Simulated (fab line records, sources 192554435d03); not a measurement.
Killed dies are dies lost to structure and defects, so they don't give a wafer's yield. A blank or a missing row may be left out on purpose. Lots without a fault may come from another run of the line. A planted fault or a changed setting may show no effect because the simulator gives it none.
Split-lot experiment | flow n5_finfet | 7 lots, 39 wafers read, on a route of 1938 steps

THE SPLIT
At N5_FIN_SAQP_PECVD_06 (deposits a-Si from SiH4/He, target thk 60 nm, time 48.1 s), the setting time_s was moved away from the recipe's 48.1 s on 9 of the 39 wafers read, by -39.0% to +52.8%. The other wafers ran this setting at the recipe's value.

FROM THE SPLIT TO THE READING: what the file shows between them, 5 steps
- N5_FIN_SAQP_THK_MEAS_07
- N5_FIN_SAQP_HM_DEP_72: deposits SiO2 from SiH4/N2O, target thk 12 nm, time 7.2 s
- N5_FIN_SAQP_COAT_49: time 60 s, resist thk 100 nm
- N5_FIN_SAQP_HM_OPEN_73: chemistry CHF3/O2, target SiO2, stops on a-Si, target depth 12 nm, time 16.8 s
- N5_FIN_SAQP_STRIP_74: strips in CHF3/O2

THE READING
oes_product_au, in a.u., at N5_FIN_SAQP_MANDREL_ETCH_22 (etches a-Si in HBr/Cl2, stops on SiNx, target depth 60 nm, bt time 10 s, time 30 s). Fault-free wafers of this fab line usually give 0.775 a.u., standard deviation 0.015 a.u..

wafer  | tool, chamber at the split | time_s as run, s | against the recipe | oes_product_au, a.u. | against lot-mates on the recipe
L078.1 | pecvd-03, 0                | 38               | -21.0%             | 0.680                | -0.085
L078.2 | pecvd-03, 1                | 48.1             | recipe             | 0.773                | -
L078.3 | pecvd-03, 2                | 38               | -21.0%             | 0.668                | -0.097
L078.4 | pecvd-03, 1                | 48.1             | recipe             | 0.747                | -
L078.5 | pecvd-03, 0                | 48.1             | recipe             | 0.775                | -
L078.6 | pecvd-03, 2                | 38               | -21.0%             | 0.670                | -0.095
L079.1 | pecvd-03, 0                | 73.48            | +52.8%             | 0.999                | +0.220
L079.2 | pecvd-03, 2                | 73.48            | +52.8%             | 0.959                | +0.180
L079.3 | pecvd-03, 1                | 48.1             | recipe             | 0.771                | -
L079.4 | pecvd-03, 2                | 48.1             | recipe             | 0.788                | -
L079.5 | pecvd-03, 1                | 48.1             | recipe             | 0.777                | -
L079.6 | pecvd-03, 0                | 73.48            | +52.8%             | 1.000                | +0.221
L083.1 | pecvd-02, 2                | 48.1             | recipe             | 0.790                | -
L083.2 | pecvd-02, 1                | 48.1             | recipe             | 0.760                | -
L083.3 | pecvd-02, 0                | 48.1             | recipe             | 0.749                | -
L083.4 | pecvd-02, 2                | 48.1             | recipe             | 0.788                | -
L083.5 | pecvd-02, 0                | 48.1             | recipe             | 0.775                | -
L083.6 | pecvd-02, 1                | 48.1             | recipe             | 0.790                | -
L085.1 | pecvd-02, 1                | 29.34            | -39.0%             | 0.579                | -0.202
L085.2 | pecvd-02, 2                | 48.1             | recipe             | 0.771                | -
L085.3 | pecvd-02, 0                | 29.34            | -39.0%             | 0.574                | -0.207
L085.4 | pecvd-02, 0                | 48.1             | recipe             | 0.792                | -
L085.5 | pecvd-02, 1                | 48.1             | recipe             | 0.779                | -
L085.6 | pecvd-02, 2                | 29.34            | -39.0%             | 0.583                | -0.198
L088.1 | pecvd-03, 0                | 48.1             | recipe             | 0.786                | -
L088.2 | pecvd-03, 2                | 48.1             | recipe             | 0.778                | -
L088.3 | pecvd-03, 0                | 48.1             | recipe             | 0.760                | -
L088.4 | pecvd-03, 2                | 48.1             | recipe             | 0.784                | -
L088.5 | pecvd-03, 2                | 48.1             | recipe             | 0.790                | -
L088.6 | pecvd-03, 0                | 48.1             | recipe             | 0.780                | -
L092.1 | pecvd-02, 0                | 48.1             | recipe             | 0.782                | -
L092.2 | pecvd-02, 2                | 48.1             | recipe             | 0.765                | -
L092.3 | pecvd-02, 2                | 48.1             | recipe             | 0.798                | -
L092.4 | pecvd-02, 0                | 48.1             | recipe             | 0.773                | -
L092.5 | pecvd-02, 0                | 48.1             | recipe             | 0.797                | -
L092.6 | pecvd-02, 2                | 48.1             | recipe             | 0.790                | -
L096.2 | pecvd-04, 2                | 48.1             | recipe             | 0.786                | -
L096.4 | pecvd-04, 2                | 48.1             | recipe             | 0.792                | -
L096.6 | pecvd-04, 0                | 48.1             | recipe             | 0.793                | -

THE FIT
A straight line over all 39 wafers: oes_product_au changes by +0.00441 a.u. for each +1% of time_s; r = +0.98; the points scatter about the line by 0.017 a.u..
The same after taking each lot's own level away (the mean of its wafers on the recipe; 39 wafers): +0.00437 a.u. for each +1%; r = +0.98; scatter 0.016 a.u..
On that fit, the largest move of time_s shifts the reading by 0.23 a.u..
The lots' own levels span 0.7650 to 0.7903 a.u., that is 1.7 times the standard deviation above.
So the lot-to-lot level changes the slope little: the two slopes agree.
Check: with one of the wafers moved furthest among these (+52.8%) left out of the fit, the line predicts +0.228 a.u. for it against its lot-mates. It came out at +0.22 a.u. against them.

THE WHOLE CHAIN: every reading that the file lists as answering this split, in the file's order
step                        | what it does                                                                       | reading                                                                           | change (the file's fit)                   | r (the file's)
N5_FIN_SAQP_PECVD_06        | deposits a-Si from SiH4/He, target thk 60 nm, time 48.1 s                          | a-Si_of_FIN_SAQP_PECVD_06.thk_nm (the simulator's own value, which no gauge read) | +0.609 nm for each +1% of the setting     | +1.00
N5_FIN_SAQP_THK_MEAS_07     |                                                                                    | thk_nm                                                                            | withheld for each +1% of the setting      | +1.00
N5_FIN_SAQP_MANDREL_ETCH_22 | etches a-Si in HBr/Cl2, stops on SiNx, target depth 60 nm, bt time 10 s, time 30 s | oes_product_au                                                                    | +0.00437 a.u. for each +1% of the setting | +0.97
N5_FIN_SAQP_MANDREL_ETCH_22 | etches a-Si in HBr/Cl2, stops on SiNx, target depth 60 nm, bt time 10 s, time 30 s | etch.depth_nm (the simulator's own value, which no gauge read)                    | +0.577 nm for each +1% of the setting     | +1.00

THE FILE'S OWN FIT
oes_product_au changes by +0.00437 a.u. for each +1% of time_s, r = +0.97.
